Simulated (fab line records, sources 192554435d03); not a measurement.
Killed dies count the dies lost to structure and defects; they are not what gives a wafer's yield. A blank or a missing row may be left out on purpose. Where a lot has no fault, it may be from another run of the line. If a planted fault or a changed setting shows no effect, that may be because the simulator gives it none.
Lot-split experiment | flow n5_finfet | on a route of 1938 steps: 7 lots, 21 wafers read

== SPLIT DETAILS ==
At N5_BEOL_M7_PECVD_70 (deposits SiO2 from TEOS/O2, target thk 20 nm, time 22.7 s), the setting temp_c was moved away from the recipe's 400 C on 11 of the 21 wafers read, by -3.4% to +3.1%. For the rest of the wafers, this setting stayed at what the recipe calls for.

The reading comes from the split's own step.

== THE READING ==
SiO2_of_BEOL_M7_PECVD_70.thk_nm (the simulator's own value, which no gauge read), in nm, at N5_BEOL_M7_PECVD_70 (deposits SiO2 from TEOS/O2, target thk 20 nm, time 22.7 s). The file gives no usual value for it. Here, 10 wafers ran the recipe; their average is 20.1 nm with a standard deviation of 0.32 nm.

wafer  | tool, chamber at the split | temp_c as run, C | against the recipe | SiO2_of_BEOL_M7_PECVD_70.thk_nm, nm | against lot-mates on the recipe
L075.2 | pecvd-01, 2                | 400              | recipe             | 20                                  | -
L075.3 | pecvd-01, 1                | 395.1            | -1.2%              | 20.6                                | +0.5
L075.4 | pecvd-01, 1                | 400              | recipe             | 20.2                                | -
L078.1 | pecvd-01, 2                | 412.5            | +3.1%              | 18.6                                | -1.4
L078.3 | pecvd-01, 0                | 400              | recipe             | 20                                  | -
L078.6 | pecvd-01, 2                | 412.5            | +3.1%              | 19                                  | -1.0
L077.1 | pecvd-04, 2,1              | 408.1            | +2.0%              | 18.6                                | no lot-mate on the recipe
L077.3 | pecvd-04, 2,1              | 408.1            | +2.0%              | 18.6                                | no lot-mate on the recipe
L077.4 | pecvd-04, 2                | 408.1            | +2.0%              | 19                                  | no lot-mate on the recipe
L084.2 | pecvd-03, 1                | 400              | recipe             | 19.4                                | -
L084.4 | pecvd-03, 1                | 400              | recipe             | 20                                  | -
L084.6 | pecvd-03, 0                | 392.4            | -1.9%              | 21                                  | +1.3
L087.1 | pecvd-01, 1                | 400              | recipe             | 19.8                                | -
L087.5 | pecvd-01, 1                | 400              | recipe             | 20.4                                | -
L087.6 | pecvd-01, 2                | 400              | recipe             | 20.6                                | -
L088.2 | pecvd-01, 0                | 408.8            | +2.2%              | 19.2                                | -1.2
L088.3 | pecvd-01, 0                | 400              | recipe             | 20.4                                | -
L088.6 | pecvd-01, 2                | 408.8            | +2.2%              | 19.4                                | -1.0
L091.1 | pecvd-04, 2                | 400              | recipe             | 20                                  | -
L091.4 | pecvd-04, 1,2              | 386.2            | -3.4%              | 22                                  | +2.0
L091.6 | pecvd-04, 1,2              | 386.2            | -3.4%              | 22                                  | +2.0
Rows listing several chambers each stand for several wafers; the file does not say which wafer went through which chamber.

FIT RESULTS
A straight line over all 21 wafers: SiO2_of_BEOL_M7_PECVD_70.thk_nm changes by -0.503 nm for each +1% of temp_c; r = -0.95; the points scatter about the line by 0.33 nm.
The same after taking each lot's own level away (the mean of its wafers on the recipe; 18 wafers): -0.504 nm for each +1%; r = -0.97; scatter 0.26 nm.
On that fit, the largest move of temp_c shifts the reading by 1.7 nm.
Measured against the standard deviation above, the lots' own levels, which go from 19.70 to 20.40 nm, span 2.2 times it.
So the lot-to-lot level changes the slope little: the two slopes agree.
Check: for one of the wafers moved furthest among these (-3.4%), held out of the fit, the line's prediction against its lot-mates is +1.76 nm. Against them it came out at +2 nm.

== OTHER SPLITS ON THESE WAFERS ==
Other splits were also applied to these wafers ahead of the reading. Each is held against what the fit with the lots' levels taken away leaves over:
other split on the same wafers | wafers away from the commonest value | r with SiO2_of_BEOL_M7_PECVD_70.thk_nm (lot level and that fit taken away)
N5_BEOL_M5_COAT_74 spin_rpm    | 7                                    | +0.08
N5_BEOL_M6_ILD_DEP_00 time_s   | 5                                    | +0.03
N5_BEOL_M6_COAT_05 spin_rpm    | 2                                    | -0.34

== THE FILE'S OWN FIT ==
SiO2_of_BEOL_M7_PECVD_70.thk_nm changes by -0.511 nm for each +1% of temp_c, r = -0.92.
